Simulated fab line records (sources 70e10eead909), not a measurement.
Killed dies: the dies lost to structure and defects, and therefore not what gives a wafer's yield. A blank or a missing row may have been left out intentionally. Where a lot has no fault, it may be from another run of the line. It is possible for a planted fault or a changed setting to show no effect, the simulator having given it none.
The tool behind it: which one? + flow nand-harc + 30 wafers from 10 lots sampled at 5 of the route's 1302 steps

== WHAT EACH GAUGE READ, for each wafer ==
NHARC_END_SORT_01.
| lot  | measured     | on        | killed-at-array |
|------|--------------|-----------|-----------------|
| L523 | day 28 00:50 | prober-02 | 53 674 50       |
| L525 | day 28 07:12 | prober-01 | 67 675 62       |

== WHAT TOOL EACH LOT RAN ON (gives the tool, then ch and the chambers of the sampled wafers, and finally the start) ==
| lot  | NHARC_A_CONTACT_ETCH_30                       | NHARC_A_CONTACT_ETCH_31                       | NHARC_A_CONTACT_ETCH_110           | NHARC_A_CONTACT_ALD_18              |
|------|-----------------------------------------------|-----------------------------------------------|------------------------------------|-------------------------------------|
| L517 | rie-diel-07 ch 0,1,2, day 23 04:56 or earlier | rie-diel-07 ch 0,2,3, day 23 04:56 or earlier | rie-diel-07 ch 0,2,3, day 23 04:56 | ald-metal-04 ch 0,1,2, day 23 05:37 |
| L516 | rie-diel-07 ch 0,1, day 23 06:01 or earlier   | rie-diel-07 ch 0,2, day 23 06:01 or earlier   | rie-diel-01 ch 0,1, day 23 06:01   | ald-metal-02 ch 0,2,3, day 23 06:41 |
| L518 | rie-diel-07 ch 2,3, day 24 09:17 or earlier   | rie-diel-07 ch 2,3, day 24 09:17 or earlier   | rie-diel-04 ch 0,1, day 24 09:17   | ald-metal-02 ch 1,2,3, day 24 09:55 |
| L520 | rie-diel-07 ch 0,1,3, day 24 21:43 or earlier | rie-diel-07 ch 2,3, day 24 21:43 or earlier   | rie-diel-07 ch 0,1,3, day 24 21:43 | ald-metal-02 ch 0,1,3, day 24 22:22 |
| L523 | rie-diel-07 ch 0,1,3, day 25 19:56 or earlier | rie-diel-07 ch 0,2, day 25 19:56 or earlier   | rie-diel-07 ch 1,2, day 25 19:56   | ald-metal-02 ch 0,1, day 25 20:35   |
| L525 | rie-diel-07 ch 1,2,3, day 26 08:28 or earlier | rie-diel-07 ch 1,2,3, day 26 08:28 or earlier | rie-diel-07 ch 0,2,3, day 26 08:28 | ald-metal-03 ch 0,1,3, day 26 09:08 |
| L533 | rie-diel-07 ch 2,3, day 30 06:08 or earlier   | rie-diel-07 ch 2,3, day 30 06:08 or earlier   | rie-diel-04 ch 0,2,3, day 30 06:08 | ald-metal-03 ch 0,1,3, day 30 06:55 |
| L534 | rie-diel-01 ch 2, day 30 05:08                | rie-diel-01 ch 0,2, day 30 05:23              | rie-diel-07 ch 0,1, day 30 08:42   | ald-metal-02 ch 2,3, day 30 09:22   |
| L535 | rie-diel-07 ch 0,2,3, day 31 05:04 or earlier | rie-diel-07 ch 2,3, day 31 05:04 or earlier   | rie-diel-01 ch 1,2, day 31 05:04   | ald-metal-03 ch 0,1,2, day 31 05:46 |
| L536 | rie-diel-07 ch 0,3, day 31 07:52 or earlier   | rie-diel-07 ch 0,2,3, day 31 07:52 or earlier | rie-diel-07 ch 2,3, day 31 07:52   | ald-metal-02 ch 0,3, day 31 08:34   |
- NHARC_A_CONTACT_ETCH_30: etches the open film in CF4/CHF3, target depth 72.6 nm, time 36.3 s.
- NHARC_A_CONTACT_ETCH_31: etches the open film in O2/COS, target depth 2800 nm, time 728 s.
- NHARC_A_CONTACT_ETCH_110: etches the open film in CF4/O2, target depth 60 nm, overetch 6 nm, time 33 s.
- NHARC_A_CONTACT_ALD_18: deposits TiN, target thk 3 nm, pulse time 1 s, ald cycles 150.

== THE ANSWER, worked out from the rows above alone ==
Rule: the lots themselves supply what counts as usual. Put in order of their means at a reading, lots are off if they are a third of the lots or fewer, leave a main group of 4 or more, and stand apart from it by a gap of 3 or more times the standard deviation of the main group's means; of several such gaps the widest counts. A main group whose means are all the same, to the digits that the tables above print for the reading, isn't used. A lot without any number at a reading at which 4 lots or more have one is off too. The other lots that the step has rows for count as sound.
None of the lots is off at any reading shown; this tells nothing.

== WHAT THE SIMULATOR PUT IN ==
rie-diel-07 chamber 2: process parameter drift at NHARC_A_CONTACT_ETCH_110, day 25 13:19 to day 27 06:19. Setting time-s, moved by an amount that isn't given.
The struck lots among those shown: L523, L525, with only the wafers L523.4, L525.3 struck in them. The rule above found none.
